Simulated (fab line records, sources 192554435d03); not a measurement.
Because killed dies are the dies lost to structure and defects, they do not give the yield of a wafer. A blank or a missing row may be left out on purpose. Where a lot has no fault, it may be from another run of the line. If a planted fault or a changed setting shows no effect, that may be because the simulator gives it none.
Chamber matching :: flow n5_finfet :: pecvd-02 running N5_BEOL_M7_ILD_DEP_00: 3 sister chambers
The step deposits SiCOH lowk from DEMS/porogen, target thk 179.75 nm, time 33.4 s. 6 wafers are shown with their chamber, then 9 later ones without.

EACH WAFER AND ITS CHAMBER
wafer: L091.2
chamber: 1
heater_power_w (W): 412
throttle_valve_pct (%): 13.8

wafer: L091.3
chamber: 2
heater_power_w (W): 337
throttle_valve_pct (%): 13.9

wafer: L091.4
chamber: 0
heater_power_w (W): 313
throttle_valve_pct (%): 13.6

wafer: L089.2
chamber: 2
heater_power_w (W): 339
throttle_valve_pct (%): 13.7

wafer: L089.3
chamber: 1
heater_power_w (W): 403
throttle_valve_pct (%): 13.9

wafer: L089.6
chamber: 0
heater_power_w (W): 305
throttle_valve_pct (%): 13.3

WAFERS WITHOUT THEIR CHAMBER
wafer: L093.1
heater_power_w (W): 410
throttle_valve_pct (%): 13.9

wafer: L093.5
heater_power_w (W): 335
throttle_valve_pct (%): 13.8

wafer: L093.6
heater_power_w (W): 310
throttle_valve_pct (%): 13.2

wafer: L094.2
heater_power_w (W): 328
throttle_valve_pct (%): 13.8

wafer: L094.3
heater_power_w (W): 323
throttle_valve_pct (%): 13.3

wafer: L094.5
heater_power_w (W): 347
throttle_valve_pct (%): 14.0

wafer: L097.1
heater_power_w (W): 410
throttle_valve_pct (%): 13.9

wafer: L097.4
heater_power_w (W): 406
throttle_valve_pct (%): 13.8

wafer: L097.5
heater_power_w (W): 346
throttle_valve_pct (%): 13.9

WHICH CHAMBER EACH ONE RAN IN
wafer: L093.1
from the rows above: 1
in truth: 1

wafer: L093.5
from the rows above: 2
in truth: 2

wafer: L093.6
from the rows above: 0
in truth: 0

wafer: L094.2
from the rows above: 2
in truth: 2

wafer: L094.3
from the rows above: can't be placed: 0 or 2
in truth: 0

wafer: L094.5
from the rows above: 2
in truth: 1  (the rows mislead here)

wafer: L097.1
from the rows above: 1
in truth: 1

wafer: L097.4
from the rows above: 1
in truth: 1

wafer: L097.5
from the rows above: 2
in truth: 2
Placed correctly: 7 of 9. Can't be placed from these rows: 1 (the true chamber is among the candidates in 1). Wrongly placed: 1.
How it was worked out, from the rows above alone: a wafer's distance from a chamber is the root of the sum, over the readings, of the square of ((its reading less the chamber's mean) divided by the reading's scatter). If the next closest chamber is less than 2 further off than the closest, the wafer can't be placed; otherwise it belongs to the closest. For every chamber, the mean is computed from those of its wafers that are shown. The scatter is the square root of a quotient: the sum, over the shown wafers, of each reading's squared deviation from its chamber's mean, divided by wafers minus chambers.
